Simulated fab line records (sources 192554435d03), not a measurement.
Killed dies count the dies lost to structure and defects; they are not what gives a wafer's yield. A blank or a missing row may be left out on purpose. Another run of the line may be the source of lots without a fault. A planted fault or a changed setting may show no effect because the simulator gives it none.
Split-lot study | flow n5_finfet | route with 1938 steps; 7 lots, 21 wafers read

== SPLIT DETAILS ==
At N5_BEOL_M5_COAT_71 (time 60 s, resist thk 5 nm), the setting spin_rpm was moved away from the recipe's 1500 rpm on 7 of the 21 wafers read, by -10.4% to +7.8%. All remaining wafers had this setting at the recipe value.

== FROM THE SPLIT TO THE READING: what the file shows between them, 3 steps ==
- N5_BEOL_M5_COAT_05: resist thk 30 nm
- N5_BEOL_M5_EBR_07
- N5_BEOL_M5_DESCUM_16: chemistry O2, time 7 s

== THE READING ==
etch.depth_nm (the simulator's own value, which no gauge read), in nm, at N5_BEOL_M5_ETCH_72 (etches underlayer in N2/H2, target depth 6.5 nm, time 5.2 s). There is no usual value for it anywhere in the file. Average 5.008 nm, standard deviation 0.013 nm, over the 14 wafers here run with the recipe.

wafer  | tool, chamber at the split | spin_rpm as run, rpm | against the recipe | etch.depth_nm, nm | against lot-mates on the recipe
L081.2 | litho_track-04, 0          | 1500                 | recipe             | 5.004             | -
L081.5 | litho_track-04, 0          | 1500                 | recipe             | 4.996             | -
L081.6 | litho_track-04, 0          | 1500                 | recipe             | 5.006             | -
L085.1 | litho_track-01, 0          | 1353                 | -9.8%              | 5.267             | +0.253
L085.2 | litho_track-01, 0          | 1500                 | recipe             | 5.019             | -
L085.6 | litho_track-01, 0          | 1500                 | recipe             | 5.01              | -
L083.2 | litho_track-05, 0          | 1500                 | recipe             | 5.009             | -
L083.4 | litho_track-05, 0          | 1344                 | -10.4%             | 5.289             | +0.286
L083.5 | litho_track-05, 0          | 1500                 | recipe             | 4.997             | -
L086.3 | litho_track-01, 0          | 1617                 | +7.8%              | 4.83              | -0.176
L086.5 | litho_track-01, 0          | 1500                 | recipe             | 5.006             | -
L086.6 | litho_track-01, 0          | 1617                 | +7.8%              | 4.828             | -0.178
L089.3 | litho_track-01, 0          | 1452                 | -3.2%              | 5.076             | +0.083
L089.5 | litho_track-01, 0          | 1500                 | recipe             | 4.973             | -
L089.6 | litho_track-01, 0          | 1500                 | recipe             | 5.013             | -
L090.2 | litho_track-05, 0          | 1500                 | recipe             | 5.008             | -
L090.4 | litho_track-05, 0          | 1368                 | -8.8%              | 5.234             | +0.226
L090.6 | litho_track-05, 0          | 1368                 | -8.8%              | 5.257             | +0.249
L096.2 | litho_track-04, 0          | 1500                 | recipe             | 5.012             | -
L096.3 | litho_track-04, 0          | 1500                 | recipe             | 5.03              | -
L096.5 | litho_track-04, 0          | 1500                 | recipe             | 5.024             | -

THE FIT
A straight line over all 21 wafers: etch.depth_nm changes by -0.0256 nm for each +1% of spin_rpm; r = -0.99; the points scatter about the line by 0.015 nm.
The same after taking each lot's own level away (the mean of its wafers on the recipe; 21 wafers): -0.0255 nm for each +1%; r = -1.00; scatter 0.012 nm.
According to that fit, moving spin_rpm by its largest amount changes the reading by 0.27 nm.
The lots' own levels span 4.9930 to 5.0220 nm, that is 2.2 times the standard deviation above.
The two slopes agree, so the slope changes little with the lot-to-lot level.
Check: with one of the wafers moved furthest among these (-10.4%) left out of the fit, the line predicts +0.265 nm for it against its lot-mates. It came out at +0.286 nm against them.

== THESE WAFERS: OTHER SPLITS ==
Before the reading, these wafers also passed through other splits. Each is held against what the fit with the lots' levels taken away leaves over:
other split on the same wafers   | wafers away from the commonest value | r with etch.depth_nm (lot level and that fit taken away)
N5_BEOL_M3_CMP_52 down_force_psi | 3                                    | -0.27
N5_BEOL_M4_ILD_DEP_00 time_s     | 9                                    | +0.42
N5_BEOL_M5_ILD_DEP_00 time_s     | 7                                    | -0.02

== THE FILE'S OWN FIT ==
etch.depth_nm changes by -0.0261 nm for each +1% of spin_rpm, r = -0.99.
